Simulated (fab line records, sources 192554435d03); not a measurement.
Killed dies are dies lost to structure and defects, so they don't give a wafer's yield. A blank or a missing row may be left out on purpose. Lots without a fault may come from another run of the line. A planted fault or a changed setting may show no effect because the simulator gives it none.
fab line records | flow n5_finfet
record lots=5 wafers=14 last_day=18
route steps=1938 shown BEOL_M7@1287
lots that met no fault: from a run of the same line without faults
start_h: hours from the record's first day to the start of the lot's first wafer shown | wait_h: hours since the lot's step before | " the same as in the row above | L1.1+2: a row that stands for several wafers | - no value, or no start given | * or withheld: withheld | < > ~ a bound
route shown NAME@n: a module of which the file shows steps, and the number in the route of the first | usual: mean/standard deviation of fault-free wafers | same: alike in all rows | chamber/n: place in a boat | sites: the reading at each site | _std_site: their standard deviation | _edge_site: outer sites' mean less inner sites' | radius_mm: how far each site lies from the wafer's centre | mask NAME#n: copy n | behind: the tool/chamber that last shaped the wafer | hold: why the lot was held/for how many hours/how that ended | device: the transistor (n, p or np) that didn't switch | end of line: the same wafers' tests at the end of the route | a step without rows: its recipe alone | killed: dies lost to structure and defects at the first sort, not the wafer's yield | map: a wafer's dies, x killed, . not, _ none there
set.NAME: the setting as run; set.NAME@STEP: as run at that earlier step | model.NAME: the simulator's own value behind a step, which no gauge read
lots at some steps of the route; a table a step, a row a wafer
services: from which hour (start_h, from the record's first day; less than 0 if before it) a tool's chamber was out of use, for how many hours, and why
## steps
# step N5_BEOL_M7_COAT_63
# recipe resist=SOC temp_c=250 time_s=60 spin_rpm=1500 resist_thk_nm=60
# step N5_BEOL_M7_COAT_64
# recipe resist=SiARC temp_c=220 time_s=60 spin_rpm=1500 resist_thk_nm=12
# step N5_BEOL_M7_COAT_71
# recipe resist=underlayer temp_c=205 time_s=60 spin_rpm=1500 resist_thk_nm=5
# step N5_BEOL_M7_COAT_22
# recipe resist=CAR-EUV spin_rpm=1500 resist_thk_nm=30
# step N5_BEOL_M7_EBR_24
# recipe solvent=PGMEA ebr_width_mm=1.5
# step N5_BEOL_M7_SOFTBAKE_23
# recipe temp_c=110 time_s=60 resist=CAR-EUV
# step N5_BEOL_M7_EXPOSE_25
# recipe mask_id=V6 na=0.33 source_shape=annular sigma_inner=0.4 sigma_outer=0.8 polarization=unpolarized target_cd_nm=40 dose_mj=42.5
# step N5_BEOL_M7_PEB_26
# recipe peb_temp_c=100 peb_time_s=60 resist=CAR-EUV
# step N5_BEOL_M7_DEVELOP_27
# recipe develop_time_s=30 developer=TMAH resist=CAR-EUV rinse_liquid=surfactant_rinse dry=air_spin dev_temp_c=23
# step N5_BEOL_M7_CD_MEAS_28
# recipe target_cd_nm=40 landing_energy_ev=500 detector=se_inlens
# usual cd_nm=39.98/0.24
# columns lot.wafer tool chamber start_h wait_h cd_nm
L793.1 cd_sem-03 0 213.31 - 40.11
L793.5 " 0 " " 40.41
L793.6 " 0 " " 39.88
L795.1 cd_sem-01 0 234.31 - 40.11
L795.5 " 0 " " 39.82
L795.6 " 0 " " 40.35
L803.5 cd_sem-02 0 283.63 - 40.01
L803.6 " 0 " " 40.14
L809.1 cd_sem-01 0 308.32 - 39.65
L809.5 " 0 " " 40.36
L809.6 " 0 " " 39.95
L812.1 cd_sem-03 0 330.79 - 39.77
L812.4 " 0 " " 39.84
L812.6 " 0 " " 39.96
# step N5_BEOL_M7_OVL_MEAS_29
# recipe points_per_wafer=522
# usual V6_OVL=-0.1/0.74
# columns lot.wafer tool chamber start_h wait_h V6_OVL[nm]
L793.1 overlay-02 0 213.34 0.0 -0.9
L793.5 " 0 " " -0.6
L793.6 " 0 " " -0.5
L795.1 overlay-01 0 234.35 0.0 0.1
L795.5 " 0 " " 1.0
L795.6 " 0 " " 0.9
L803.5 overlay-01 0 283.68 0.0 0.2
L803.6 " 0 " " -0.4
L809.1 overlay-01 0 308.35 0.0 0.6
L809.5 " 0 " " 0.8
L809.6 " 0 " " 0.8
L812.1 overlay-02 0 330.82 0.0 -0.9
L812.4 " 0 " " -0.2
L812.6 " 0 " " -0.3
# step N5_BEOL_M7_INSPECT_30
# recipe mode=adi inspect_instrument=brightfield
# usual raw_defect_count=398/94
# columns lot.wafer tool chamber start_h wait_h raw_defect_count
L793.1 defect_inspect-02 - 213.40 0.1 408
L793.5 " - " " 370
L793.6 " - " " 498
L795.1 defect_inspect-01 - 234.40 0.1 327
L795.5 " - " " 362
L795.6 " - " " 399
L803.5 defect_inspect-01 - 283.72 0.0 440
L803.6 " - " " 496
L809.1 defect_inspect-01 - 308.40 0.1 423
L809.5 " - " " 376
L809.6 " - " " 415
L812.1 defect_inspect-02 - 330.88 0.1 336
L812.4 " - " " 332
L812.6 " - " " 330
# step N5_BEOL_M7_DESCUM_33
# recipe chemistry=O2 time_s=7 source_power_w=50 bias_power_w=20 pressure_mtorr=20 rf_frequency_hz=2.712e+07 temp_c=40 resist=CAR-EUV o2_flow_sccm=225
# usual drypump_motor_current_A=5.5/0.51 oes_product_au=0.76/0.067 rf_vpp_V=242.8/1.6 showerhead_plenum_p_Torr=2.07/0.092 throttle_valve_pct=20.34/0.17
# columns lot.wafer tool chamber start_h wait_h drypump_motor_current_A oes_product_au rf_hours_counter_h rf_vpp_V showerhead_plenum_p_Torr throttle_valve_pct model.CAR-EUV_of_BEOL_M7_COAT_22.thk_nm
L793.1 rie_diel-02 1 214.09 0.7 6.3 0.77 159 241.1 2.00 20.25 26.2
L793.5 " 3 " " 5.9 0.76 - 242.8 2.10 20.39 26.2
L793.6 " 2 " " 5.1 0.75 - 240.7 1.99 20.29 26.2
L795.1 rie_diel-02 1 234.44 0.0 6.3 0.76 165 242.5 2.00 20.27 26
L795.5 " 0 " " 5.2 0.85 - 245.2 2.22 20.15 26
L795.6 " 3 " " 5.9 0.75 - 243.4 2.09 20.40 26
L803.5 rie_diel-02 2 283.77 0.0 5.1 0.73 - 241.6 1.98 20.32 26.4
L803.6 " 1 " " 6.3 0.75 - 240.7 2.00 20.27 26.2
L809.1 rie_diel-06 3 308.58 0.2 5.5 0.94 10 245.3 2.23 20.04 26.2
L809.5 " 0 " " 5.5 0.70 - 244.9 2.07 20.75 26
L809.6 " 1 " " 5.0 0.73 - 241.8 2.00 20.52 26
L812.1 rie_diel-01 2 330.92 0.0 6.3 0.68 208 244.1 2.08 20.38 26
L812.4 " 1 " " 4.7 0.67 242 242.7 2.14 20.72 26
L812.6 " 3 " " 5.7 0.93 - 243.1 2.05 20.07 26.2
# step N5_BEOL_M7_ETCH_72
# recipe chemistry=N2/H2 target=underlayer target_depth_a=65 mask_material=CAR-EUV time_s=5.2 ion_energy_ev=200 pressure_mtorr=30 source_w=840 bias_w=150 n2_flow_sccm=200 h2_flow_sccm=200 ends=cleared
# usual drypump_motor_current_A=5.5/0.51 etch_rf_on_time_s=5.19/0.073 n2_flow_sccm=200.0/0.59 oes_product_au=0.65/0.058 rf_vpp_V=523/3.4 showerhead_plenum_p_Torr=2.51/0.11 throttle_valve_pct=17.80/0.16
# columns lot.wafer tool chamber start_h wait_h drypump_motor_current_A etch_rf_on_time_s n2_flow_sccm oes_product_au rf_hours_counter_h rf_vpp_V showerhead_plenum_p_Torr throttle_valve_pct
L793.1 rie_diel-02 1 214.13 0.0 6.3 5.10 200.1 0.67 159 522 2.44 17.77
L793.5 " 3 " " 5.9 5.05 199.4 0.67 - 523 2.54 17.77
L793.6 " 2 " " 5.1 5.11 198.7 0.64 - 520 2.43 17.83
L795.1 rie_diel-02 1 234.47 0.0 6.3 5.10 199.6 0.66 165 517 2.44 17.74
L795.5 " 0 " " 5.3 5.11 199.8 0.73 - 528 2.69 17.61
L795.6 " 3 " " 5.9 5.12 200.4 0.66 - 523 2.54 17.76
L803.5 rie_diel-02 2 283.79 0.0 5.1 5.33 200.4 0.61 - 523 2.42 17.86
L803.6 " 1 " " 6.3 5.22 199.0 0.64 - 523 2.43 17.76
L809.1 rie_diel-06 3 308.61 0.0 5.6 5.06 200.4 0.81 10 530 2.71 17.57
L809.5 " 0 " " 5.6 5.27 200.7 0.59 - 521 2.52 18.30
L809.6 " 1 " " 5.0 5.08 200.0 0.63 - 518 2.43 17.90
L812.1 rie_diel-01 2 330.95 0.0 6.3 5.20 200.1 0.59 208 523 2.51 17.74
L812.4 " 1 " " 4.7 5.20 199.8 0.57 242 525 2.61 18.13
L812.6 " 3 " " 5.7 5.11 200.5 0.79 - 523 2.50 17.68
## services
# columns tool chamber start_h hours kind
rie_diel-01 2 235.65 2.4 repair
rie_diel-01 3 236.99 5.4 repair
rie_diel-01 3 242.70 - clean
rie_diel-01 3 242.70 - consumable_replace:esc
rie_diel-01 3 242.70 - consumable_replace:focus_ring
rie_diel-01 3 242.70 18.6 scheduled_down
rie_diel-01 3 242.70 18.6 vent_cycle
rie_diel-06 3 247.21 - clean
rie_diel-06 3 247.21 - consumable_replace:focus_ring
rie_diel-06 3 247.21 - consumable_replace:showerhead
rie_diel-06 3 247.21 23.3 scheduled_down
rie_diel-06 3 247.21 23.3 vent_cycle
rie_diel-01 0 277.94 1.8 repair
rie_diel-01 3 279.67 7.2 repair
rie_diel-02 3 292.71 8.2 repair
rie_diel-02 2 316.58 4.0 repair
## key
first_sign none at tools or gauges
model_effect step=N5_BEOL_M7_DESCUM_33 value=CAR-EUV_of_BEOL_M7_COAT_22.thk_nm without=26 struck=26.4
met_at N5_BEOL_M7_DESCUM_33
struck_wafers L803.5
onset_between 234.44 283.77
fault kind=process_parameter_drift tool=rie_diel-02 chamber=- onset_h=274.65 steps=N5_BEOL_M7_DESCUM_33 channel=time_s offset=* shape=step end_h=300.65 scope=struck_wafers_only acts_in=* stated=*
